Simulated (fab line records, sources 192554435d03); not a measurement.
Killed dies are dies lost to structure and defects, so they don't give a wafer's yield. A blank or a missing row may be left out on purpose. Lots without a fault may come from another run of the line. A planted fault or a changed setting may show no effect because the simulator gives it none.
fab line records | flow n5_finfet | part 2 of 2: steps 5 to 6 of 6
record lots=20 wafers=60 last_day=17
route steps=1938 shown BEOL_M0@718 BEOL_M1@789
lots that met no fault: from a run of the same line without faults
start_h: hours from the record's first day to the start of the lot's first wafer shown | wait_h: hours since the lot's step before | " the same as in the row above | L1.1+2: a row that stands for several wafers | - no value, or no start given | * or withheld: withheld | < > ~ a bound
route shown NAME@n: a module of which the file shows steps, and the number in the route of the first | usual: mean/standard deviation of fault-free wafers | same: alike in all rows | chamber/n: place in a boat | sites: the reading at each site | _std_site: their standard deviation | _edge_site: outer sites' mean less inner sites' | radius_mm: how far each site lies from the wafer's centre | mask NAME#n: copy n | behind: the tool/chamber that last shaped the wafer | hold: why the lot was held/for how many hours/how that ended | device: the transistor (n, p or np) that didn't switch | end of line: the same wafers' tests at the end of the route | a step without rows: its recipe alone | killed: dies lost to structure and defects at the first sort, not the wafer's yield | map: a wafer's dies, x killed, . not, _ none there
set.NAME: the setting as run; set.NAME@STEP: as run at that earlier step | model.NAME: the simulator's own value behind a step, which no gauge read
steps of the route over a sample of lots; a table a step, a row a wafer
services: from which hour (start_h, from the record's first day; less than 0 if before it) a tool's chamber was out of use, for how many hours, and why
## steps
# step N5_BEOL_M1_STRIP_36
# recipe chemistry=N2/H2 power_w=450 temp_c=40 pressure_mtorr=20 rf_frequency_hz=6e+07 overash_fraction=0.3 bias_power_w=7 h2_frac=0.5 n2_flow_sccm=200 h2_flow_sccm=200
# usual bias_power_w=6.999/0.02 drypump_motor_current_A=5.8/0.34 n2_flow_sccm=200.0/0.6 oes_product_au=0.79/0.069 rf_vpp_V=58.9/1.5 showerhead_plenum_p_Torr=2.50/0.11 throttle_valve_pct=23.6/0.35
# columns lot.wafer tool chamber start_h wait_h bias_power_w drypump_motor_current_A n2_flow_sccm oes_product_au rf_hours_counter_h rf_vpp_V showerhead_plenum_p_Torr throttle_valve_pct
L075.2 rie_diel-02 0 136.67 0.0 6.982 5.2 200.2 0.76 140 57.9 2.52 23.3
L075.5 " 3 " " 6.981 6.2 199.9 0.86 - 59.2 2.45 23.4
L075.6 " 0 " " 7.007 5.3 199.6 0.76 - 58.3 2.52 23.3
L076.1 rie_diel-02 0 138.54 0.0 6.998 5.2 201.6 0.76 140 61.8 2.52 23.3
L076.4 " 2 " " 6.993 5.7 199.7 0.87 51 57.1 2.71 23.9
L076.6 " 3 " " 7.008 6.2 200.5 0.85 - 57.7 2.45 23.4
L077.1 rie_diel-05 2 149.85 0.0 6.996 6.0 199.9 0.77 127 57.7 2.35 23.3
L077.4 " 3 " " 7.010 5.9 200.1 0.78 142 61.1 2.65 24.0
L077.5 " 3 " " 7.013 5.9 200.1 0.78 - 57.6 2.65 24.0
L078.1 rie_diel-06 3 149.97 0.0 7.028 6.4 200.0 0.95 3 58.4 2.50 23.3
L078.2 " 1 " " 7.040 5.7 198.5 0.72 207 59.1 2.41 23.9
L078.3 " 0 " " 6.984 6.3 199.5 0.89 39 61.9 2.58 23.6
L080.2 rie_diel-05 0 172.03 0.0 6.997 5.5 199.7 0.88 56 61.0 2.46 23.1
L080.4 " 3 " " 6.989 6.0 200.3 0.78 148 60.3 2.65 24.0
L080.5 " 1 " " 6.972 5.5 199.7 0.72 - 57.6 2.41 24.3
L079.2 rie_diel-02 2 173.66 0.0 7.010 5.7 200.5 0.84 61 60.5 2.70 23.9
L079.4 " 1 " " 7.002 6.0 200.6 0.68 195 56.9 2.38 23.5
L079.6 " 2 " " 6.984 5.7 199.8 0.86 - 58.4 2.70 23.9
L082.1 rie_diel-05 2 176.81 0.0 6.999 6.0 199.6 0.74 135 58.9 2.35 23.4
L082.4 " 3 " " 6.974 5.9 200.0 0.79 149 58.7 2.65 24.0
L082.5 " 0 " " 6.981 5.5 199.8 0.88 - 58.2 2.46 23.1
L081.1 rie_diel-02 0 176.89 0.0 6.989 5.2 199.6 0.75 152 57.8 2.52 23.4
L081.4 " 1 " " 6.967 6.0 201.0 0.69 196 57.9 2.38 23.5
L081.5 " 2 " " 6.966 5.7 200.1 0.86 - 60.0 2.70 23.9
L083.1 rie_diel-05 0 180.08 0.0 7.007 5.5 199.7 0.88 58 58.5 2.46 23.1
L083.4 " 1 " " 7.009 5.5 199.4 0.72 205 60.4 2.41 24.3
L083.5 " 2 " " 7.017 6.0 200.6 0.76 - 59.7 2.35 23.4
L084.1 rie_diel-02 0 187.18 0.0 6.992 5.3 199.2 0.74 156 56.4 2.51 23.4
L084.2 " 1 " " 7.016 6.0 199.1 0.69 200 58.3 2.38 23.5
L084.5 " 1 " " 6.983 6.0 200.4 0.70 - 58.0 2.38 23.5
L085.3 rie_diel-02 2 204.86 0.0 6.973 5.7 199.8 0.84 72 61.0 2.70 23.9
L085.4 " 0 " " 6.992 5.3 199.8 0.75 161 58.5 2.51 23.4
L085.5 " 3 " " 6.983 6.2 200.7 0.84 - 59.9 2.44 23.5
L087.1 rie_diel-05 1 208.29 0.0 7.022 5.5 199.6 0.70 213 59.3 2.40 24.3
L087.4 " 2 " " 6.984 6.0 201.7 0.74 144 58.1 2.34 23.4
L087.6 " 0 " " 7.025 5.6 200.3 0.86 - 56.5 2.46 23.1
L086.3 rie_diel-06 1 214.58 0.0 6.998 5.7 199.7 0.72 225 56.5 2.40 23.9
L086.4 " 2 " " 7.004 5.6 200.5 0.76 160 60.4 2.66 23.8
L086.6 " 1 " " 6.981 5.7 200.1 0.72 - 56.6 2.40 23.9
L088.1 rie_diel-02 0 214.60 0.0 6.999 5.3 200.6 0.75 164 61.7 2.51 23.4
L088.4 " 3 " " 6.996 6.2 199.5 0.84 85 60.4 2.44 23.5
L088.5 " 2 " " 6.994 5.7 199.7 0.83 - 61.3 2.70 23.9
L089.2 rie_diel-06 1 220.96 0.0 7.010 5.7 199.1 0.72 226 59.3 2.40 23.9
L089.4 " 2 " " 6.996 5.6 200.1 0.77 161 59.3 2.66 23.8
L089.6 " 0 " " 6.991 6.3 200.6 0.87 - 59.0 2.57 23.6
L090.2 rie_diel-02 3 226.62 0.0 7.005 6.2 199.8 0.83 88 57.4 2.44 23.4
L090.3 " 2 " " 6.982 5.7 198.8 0.82 78 57.6 2.69 23.9
L090.6 " 1 " " 7.001 6.0 200.7 0.68 - 59.7 2.37 23.5
L091.1 rie_diel-05 0 230.77 0.0 6.993 5.5 200.0 0.84 73 57.3 2.46 23.1
L091.3 " 3 " " 7.012 6.0 199.8 0.77 164 59.6 2.64 24.0
L091.6 " 3 " " 7.017 5.9 199.4 0.76 - 59.7 2.64 24.0
L093.2 rie_diel-05 1 244.05 0.0 7.006 5.5 199.7 0.71 223 58.6 2.40 24.3
L093.3 " 2 " " 6.986 6.0 199.5 0.75 152 58.8 2.34 23.4
L093.5 " 0 " " 7.004 5.5 200.0 0.85 - 57.3 2.46 23.1
L094.1 rie_diel-05 3 247.23 0.0 7.000 6.0 201.3 0.76 168 60.1 2.64 24.0
L094.4 " 0 " " 6.988 5.5 199.8 0.85 77 55.1 2.46 23.1
L094.5 " 1 " " 7.027 5.5 200.8 0.71 - 58.7 2.40 24.3
L097.1 rie_diel-05 1 277.22 0.0 6.958 5.5 199.5 0.70 236 57.3 2.39 24.3
L097.2 " 2 " " 6.981 6.0 200.0 0.72 165 59.2 2.33 23.4
L097.3 " 3 " " 7.038 6.0 200.8 0.75 181 56.6 2.64 24.0
# step N5_BEOL_M1_SPUTTER_48
# recipe material=Cu target_thk_a=45 temp_c=-20 chamber_pressure_pa=0.07 power_w=withheld time_s=8.29
# usual substrate_temp_c=-20.01/0.12 throttle_valve_pct=30.5/0.92
# columns lot.wafer tool chamber start_h wait_h substrate_temp_c throttle_valve_pct
L075.2 pvd_sputter-03 - 138.63 0.1 -19.97 29.4
L075.5 " - " " -20.05 30.7
L075.6 " - " " -19.87 30.4
L076.1 pvd_sputter-01 - 140.76 0.3 -19.93 30.9
L076.4 " - " " -20.04 29.6
L076.6 " - " " -20.24 30.3
L077.1 pvd_sputter-03 - 153.03 1.7 -20.18 30.7
L077.4 " - " " -19.93 29.4
L077.5 " - " " -20.05 30.6
L078.1 pvd_sputter-02 - 154.11 2.6 -20.09 29.4
L078.2 " - " " -20.02 29.4
L078.3 " - " " -19.95 32.6
L080.2 pvd_sputter-02 - 173.82 0.2 -20.17 32.5
L080.4 " - " " -19.87 29.7
L080.5 " - " " -20.19 30.8
L079.2 pvd_sputter-01 - 174.71 0.1 -19.83 30.8
L079.4 " - " " -20.04 30.7
L079.6 " - " " -19.87 30.4
L082.1 pvd_sputter-03 - 178.18 0.1 -20.07 29.7
L082.4 " - " " -19.90 30.6
L082.5 " - " " -20.18 30.9
L081.1 pvd_sputter-02 - 178.30 0.1 -20.05 29.6
L081.4 " - " " -19.95 32.6
L081.5 " - " " -19.93 29.3
L083.1 pvd_sputter-01 - 181.06 0.1 -20.16 29.9
L083.4 " - " " -20.04 30.8
L083.5 " - " " -20.11 30.4
L084.1 pvd_sputter-01 - 189.27 0.3 -19.95 29.9
L084.2 " - " " -19.79 30.6
L084.5 " - " " -20.11 30.5
L085.3 pvd_sputter-02 - 206.44 0.1 -19.85 28.9
L085.4 " - " " -19.98 32.6
L085.5 " - " " -20.03 32.3
L087.1 pvd_sputter-01 - 210.11 0.4 -19.97 30.5
L087.4 " - " " -19.94 29.5
L087.6 " - " " -19.87 30.6
L086.3 pvd_sputter-03 - 216.29 0.1 -20.07 30.7
L086.4 " - " " -19.96 30.8
L086.6 " - " " -19.86 30.1
L088.1 pvd_sputter-02 - 219.89 3.6 -20.12 32.5
L088.4 " - " " -20.08 29.2
L088.5 " - " " -19.92 29.7
L089.2 pvd_sputter-03 - 222.21 0.1 -20.00 30.9
L089.4 " - " " -20.13 29.8
L089.6 " - " " -19.95 29.7
L090.2 pvd_sputter-02 - 227.77 0.3 -19.98 29.7
L090.3 " - " " -19.90 32.6
L090.6 " - " " -19.90 29.6
L091.1 pvd_sputter-02 - 232.57 0.1 -20.01 32.7
L091.3 " - " " -20.15 29.3
L091.6 " - " " -19.83 32.4
L093.2 pvd_sputter-03 - 245.44 0.1 -20.33 30.8
L093.3 " - " " -19.99 30.6
L093.5 " - " " -19.96 30.7
L094.1 pvd_sputter-01 - 248.42 0.1 -19.91 29.5
L094.4 " - " " -19.95 30.6
L094.5 " - " " -19.93 30.3
L097.1 pvd_sputter-01 - 278.41 0.1 -19.91 29.5
L097.2 " - " " -20.01 30.2
L097.3 " - " " -19.85 30.5
## services
# columns tool chamber start_h hours kind
rie_diel-06 3 114.49 7.7 repair
rie_diel-03 1 119.26 - clean
rie_diel-03 1 119.26 - consumable_replace:focus_ring
rie_diel-06 3 122.23 - clean
rie_diel-06 3 122.23 - consumable_replace:focus_ring
rie_diel-06 3 122.23 20.7 scheduled_down
rie_diel-06 3 122.23 20.7 vent_cycle
rie_diel-05 1 130.42 3.7 repair
rie_diel-01 0 134.94 7.9 repair
pvd_sputter-01 - 163.99 2.8 repair
rie_diel-03 1 188.21 2.4 repair
rie_diel-02 3 192.97 4.2 repair
rie_diel-01 1 202.82 3.8 repair
rie_diel-04 3 218.89 32.8 repair
rie_diel-02 2 230.43 75.0 repair
rie_diel-01 - 236.60 0.2 repair
rie_diel-04 0 251.90 - clean
rie_diel-04 0 251.90 - consumable_replace:focus_ring
rie_diel-04 0 251.90 31.1 scheduled_down
rie_diel-04 0 251.90 31.1 vent_cycle
rie_diel-02 - 257.21 15.6 pm
rie_diel-05 0 261.54 19.9 repair
rie_diel-06 2 264.89 6.7 repair
rie_diel-02 0 278.05 4.4 repair
